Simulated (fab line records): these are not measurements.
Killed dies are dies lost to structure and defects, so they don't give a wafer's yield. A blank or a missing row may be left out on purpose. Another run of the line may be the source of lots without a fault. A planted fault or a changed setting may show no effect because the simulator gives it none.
fab line records	flow n5-finfet
[record] lots = 7	wafers = 39
route steps=1938 shown HKMG_FIN@402 MOL_CONTACT_COAG@551
start-h: hours from the record's opening day to when the first of the lot's shown wafers began	wait-h: hours elapsed since this lot's preceding step	" repeats the value in the row above	L1.1+2: a single row standing in for several wafers	- no value present, or no start provided	* or withheld: withheld	< > ~ a bound
route shown NAME@n: NAME is a module with steps in the file, n the number in the route of the first one	usual: the fault-free wafers' mean and standard deviation	same: alike in all rows	chamber/n: place in a boat	sites: the reading at each site	_std_site: standard deviation across them	_edge_site: mean of outer sites minus mean of inner sites	radius-mm: for every site, how far away it sits from the centre of the wafer	mask NAME#n: copy n	behind: the most recent tool/chamber to have shaped the wafer	hold: the reason the lot was held/the length of the hold in hours/how it ended	device: names the non-switching transistor (n, p or np)	end of line: the same wafers' tests at the end of the route	a step with no rows: only its recipe	killed: count of dies lost to structure and defects at first sort (not the wafer's yield)	map: a wafer's dies, marking killed ones x, the rest . and places with no die _
set.NAME: the setting the step ran with; set.NAME@STEP: the setting that earlier step ran with	model.NAME: the simulator's own value behind a step, which no gauge read
lots whose settings were changed on purpose; a table a step, a row a wafer
[[steps]]
[step N5_HKMG_FIN_ETCH_54]
[recipe] chemistry = CF4	target = SiARC	target-depth-a = 455	mask-material = CAR-ArF	time-s = 75.8	ion-energy-ev = 80	pressure-mtorr = 40	source-w = 545	bias-w = 36	Ar_flow_sccm = 100	cf4-flow-sccm = 100	ends = cleared
[usual] rf-vpp-V = 183.8/1.1
lot.wafer	tool	chamber	start-h	wait-h	set.bias-w	rf-vpp-V
L076.1	rie-diel-04	0	93.27	0.0	32.05	169.4
L076.2	"	1	"	"	32.05	170.2
L076.3	"	2	"	"	32.05	170.1
L076.4	"	3	"	"	36	185.6
L076.5	"	2	"	"	36	182.9
L076.6	"	1	"	"	36	184.8
L077.1	rie-diel-03	0	102.63	0.0	39.14	193.6
L077.2	"	3	"	"	39.14	192.9
L077.3	"	1	"	"	36	183.9
L077.4	"	2	"	"	36	184.4
L077.5	"	1	"	"	39.14	194.3
L077.6	"	2	"	"	36	183.7
L078.1	rie-diel-04	0	103.03	0.0	30.53	164.8
L078.2	"	3	"	"	36	183.6
L078.3	"	2	"	"	36	182.3
L078.4	"	1	"	"	36	184.2
L078.5	"	1	"	"	30.53	165.0
L078.6	"	2	"	"	30.53	164.3
L080.1	rie-diel-02	1	111.20	0.0	41.86	204.8
L080.2	"	2	"	"	41.86	204.6
L080.3	"	3	"	"	36	185.0
L080.4	"	0	"	"	36	181.5
L080.5	"	1	"	"	36	184.1
L080.6	"	0	"	"	41.86	201.4
L085.1	rie-diel-04	0	140.37	0.0	31.75	167.5
L085.2	"	1	"	"	31.75	169.9
L085.3	"	3	"	"	31.75	171.3
L085.4	"	2	"	"	36	182.8
L085.5	"	2	"	"	36	183.2
L085.6	"	3	"	"	36	185.0
L087.1	rie-diel-04	3	155.60	0.0	36	184.0
L087.2	"	0	"	"	36	183.1
L087.6	"	1	"	"	36	183.4
L092.1	rie-diel-02	0	182.82	0.0	36	184.0
L092.2	"	2	"	"	29.66	163.1
L092.3	"	1	"	"	29.66	162.4
L092.4	"	3	"	"	36	183.1
L092.5	"	1	"	"	29.66	163.8
L092.6	"	0	"	"	36	182.5
[step N5_HKMG_FIN_ETCH_55]
[recipe] chemistry = N2/H2	target = SOC	target-depth-a = 2400	temp-c = 40	time-s = 300	ion-energy-ev = 200	mask-material = SiARC	pressure-mtorr = 30	source-w = 840	bias-w = 150	n2-flow-sccm = 200	h2-flow-sccm = 200
[usual] rf-vpp-V = 523.2/2.4
lot.wafer	tool	chamber	start-h	wait-h	set.bias-w	rf-vpp-V	model.SiARC_of_HKMG_FIN_COAT_42.thk-nm
L076.1	rie-diel-04	0	93.32	0.0	150	519.0	20.8
L076.2	"	1	"	"	150	522.9	21.2
L076.3	"	2	"	"	150	520.7	21.6
L076.4	"	3	"	"	150	524.7	20.8
L076.5	"	2	"	"	150	521.0	21.6
L076.6	"	1	"	"	150	521.7	21
L077.1	rie-diel-03	0	102.68	0.0	150	523.9	20.4
L077.2	"	3	"	"	150	521.1	22
L077.3	"	1	"	"	158.6	544.9	20.2
L077.4	"	2	"	"	150	525.2	20.4
L077.5	"	1	"	"	158.6	545.2	20.2
L077.6	"	2	"	"	158.6	542.7	19.6
L078.1	rie-diel-04	0	103.08	0.0	150	519.1	20.6
L078.2	"	3	"	"	132.8	486.2	22.8
L078.3	"	2	"	"	150	521.0	21.6
L078.4	"	1	"	"	132.8	484.9	23.4
L078.5	"	1	"	"	150	523.0	21.2
L078.6	"	2	"	"	132.8	481.6	23.6
L080.1	rie-diel-02	1	111.25	0.0	150	527.3	20.8
L080.2	"	2	"	"	150	526.1	21.2
L080.3	"	3	"	"	150	524.0	19.8
L080.4	"	0	"	"	150	519.9	21.2
L080.5	"	1	"	"	150	525.5	21
L080.6	"	0	"	"	150	520.1	21.2
L085.1	rie-diel-04	0	140.42	0.0	150	518.9	20.6
L085.2	"	1	"	"	150	524.1	21
L085.3	"	3	"	"	150	525.3	20.8
L085.4	"	2	"	"	150	520.0	21.6
L085.5	"	2	"	"	150	520.9	21.6
L085.6	"	3	"	"	150	524.4	20.8
L087.1	rie-diel-04	3	155.66	0.0	150	524.2	21.4
L087.2	"	0	"	"	150	520.7	21.2
L087.6	"	1	"	"	150	522.9	21.4
L092.1	rie-diel-02	0	182.88	0.0	176.9	577.3	18.8
L092.2	"	2	"	"	150	524.5	21.6
L092.3	"	1	"	"	150	525.4	21
L092.4	"	3	"	"	176.9	580.4	17.2
L092.5	"	1	"	"	176.9	582.5	18.2
L092.6	"	0	"	"	150	520.2	21.6
[step N5_HKMG_FIN_ETCH_35]
[recipe] chemistry = N2/H2	target = SOC	target-depth-a = 2158	ion-energy-ev = 65	bias-w = 5	source-w = 3000	time-s = 243.4	pressure-mtorr = 30	n2-flow-sccm = 200	h2-flow-sccm = 200
lot.wafer	tool	chamber	start-h	wait-h	set.time-s	model.etch.depth-nm	model.SOC_of_HKMG_FIN_COAT_29.thk-nm	model.HKMG_FIN.feature-depth-nm
L076.1	rie-diel-03	3	96.91	0.0	243.4	211.2	88.4	211.2
L076.2	"	2	"	"	216	194	106.8	194
L076.3	"	1	"	"	243.4	213.4	87.2	213.4
L076.4	"	0	"	"	216	197.2	103	197.2
L076.5	"	2	"	"	216	194.7	104.4	194.8
L076.6	"	1	"	"	243.4	214.9	85.8	215
L077.1	rie-diel-03	3	106.84	0.0	243.4	213	86.2	213
L077.2	"	1	"	"	273.9	241.8	57.8	241.8
L077.3	"	0	"	"	273.9	251.6	48.2	251.6
L077.4	"	2	"	"	243.4	222.1	77.8	222
L077.5	"	2	"	"	243.4	221.2	78.8	221.2
L077.6	"	1	"	"	273.9	243.2	57	243.2
L078.1+5	rie-diel-04	2	107.10	0.0	243.4	208.3	92	208.4
L078.2	"	1	"	"	243.4	219.8	80.2	219.8
L078.3	"	3	"	"	243.4	217.3	83.2	217.4
L078.4	"	0	"	"	243.4	216.4	83.6	216.4
L078.6	"	3	"	"	243.4	216.6	82.2	216.6
L080.1	rie-diel-02	2	117.06	0.0	277.2	241.5	58.4	241.4
L080.2	"	1	"	"	277.2	241.6	58.6	241.6
L080.3	"	3	"	"	243.4	225.8	74.2	225.8
L080.4	"	0	"	"	277.2	237.8	61.6	237.8
L080.5	"	2	"	"	243.4	211.9	87.6	211.8
L080.6	"	3	"	"	243.4	224	76.4	224
L085.1	rie-diel-03	1	144.13	0.0	243.4	211.9	88	212
L085.2	"	3	"	"	243.4	212.4	88.2	212.4
L085.3	"	2	"	"	218.7	195.4	104.6	195.4
L085.4	"	0	"	"	243.4	221.3	79	221.4
L085.5	"	0	"	"	218.7	198.4	101.8	198.4
L085.6	"	1	"	"	218.7	188.8	111	188.8
L087.1	rie-diel-03	0	159.75	0.0	243.4	223.5	78.2	223.6
L087.2	"	2	"	"	243.4	217.8	82.6	217.8
L087.6	"	2	"	"	243.4	218.4	81.4	218.4
L092.1	rie-diel-02	2	186.35	0.0	265.5	230.8	71.6	230.8
L092.2	"	1	"	"	243.4	210.7	91	210.8
L092.3	"	3	"	"	265.5	246.7	54.8	246.8
L092.4	"	0	"	"	265.5	229.8	72.8	229.8
L092.5	"	3	"	"	243.4	226	75.6	226
L092.6	"	2	"	"	243.4	212.2	89.6	212.2
[step N5_MOL_CONTACT_COAG_SPUTTER_130]
[recipe] material = Co	target-thk-a = 475	temp-c = 25	chamber-pressure-pa = 0.5	power-w = 3000
lot.wafer	tool	chamber	start-h	wait-h	set.power-w	model.Co_of_MOL_CONTACT_COAG_SPUTTER_130.thk-nm
L076.1+2	pvd-sputter-01	-	117.34	0.0	3000	47.8
L076.3	"	-	"	"	2691	42.2
L076.4	"	-	"	"	2691	42.4
L076.5	"	-	"	"	3000	47.4
L076.6	"	-	"	"	2691	42.8
L077.1	pvd-sputter-01	-	128.72	0.0	3208	51.2
L077.2	"	-	"	"	3000	48.2
L077.3	"	-	"	"	3208	51.4
L077.4	"	-	"	"	3000	48
L077.5	"	-	"	"	3000	47.6
L077.6	"	-	"	"	3208	51.6
L078.1	pvd-sputter-02	-	128.91	0.0	2647	42
L078.2	"	-	"	"	2647	42.8
L078.3+6	"	-	"	"	3000	48.2
L078.4	"	-	"	"	3000	47.6
L078.5	"	-	"	"	2647	42.2
L080.1	pvd-sputter-03	-	134.79	0.0	3000	47.2
L080.2	"	-	"	"	3000	46.6
L080.3	"	-	"	"	3000	46.8
L080.4	"	-	"	"	2628	41.8
L080.5	"	-	"	"	2628	41.6
L080.6	"	-	"	"	2628	41
L085.1+2+4	pvd-sputter-01	-	160.45	0.0	3000	47.2
L085.3+5	"	-	"	"	3000	47.8
L085.6	"	-	"	"	3000	47.4
L087.1+2	pvd-sputter-03	-	177.51	0.0	3000	48
L087.6	"	-	"	"	3000	47.6
L092.1+2	pvd-sputter-01	-	204.38	0.0	2647	42.6
L092.3+4	"	-	"	"	3000	48.2
L092.5	"	-	"	"	2647	42.2
L092.6	"	-	"	"	3000	47.8
[[key]]
[split] step = N5_HKMG_FIN_ETCH_54	setting = bias-w	stated = 36	by = wafer
[response] step = N5_HKMG_FIN_ETCH_54	reading = rf-vpp-V	change = +1.2	per = 1%	r = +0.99
[split] step = N5_HKMG_FIN_ETCH_55	setting = bias-w	stated = 150	by = wafer
[response] step = N5_HKMG_FIN_ETCH_55	reading = rf-vpp-V	change = +3.21	per = 1%	r = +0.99
[response] step = N5_HKMG_FIN_ETCH_55	reading = model.SiARC_of_HKMG_FIN_COAT_42.thk-nm	change = -0.184	per = 1%	r = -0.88
[split] step = N5_HKMG_FIN_ETCH_35	setting = time-s	stated = 243.4	by = wafer
[response] step = N5_HKMG_FIN_ETCH_35	reading = model.etch.depth-nm	change = +1.81	per = 1%	r = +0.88
[response] step = N5_HKMG_FIN_ETCH_35	reading = model.SOC_of_HKMG_FIN_COAT_29.thk-nm	change = -1.8	per = 1%	r = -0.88
[response] step = N5_HKMG_FIN_ETCH_35	reading = model.HKMG_FIN.feature-depth-nm	change = +1.81	per = 1%	r = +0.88
[split] step = N5_MOL_CONTACT_COAG_SPUTTER_130	setting = power-w	stated = 3000	by = wafer
[response] step = N5_MOL_CONTACT_COAG_SPUTTER_130	reading = model.Co_of_MOL_CONTACT_COAG_SPUTTER_130.thk-nm	change = +0.474	per = 1%	r = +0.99
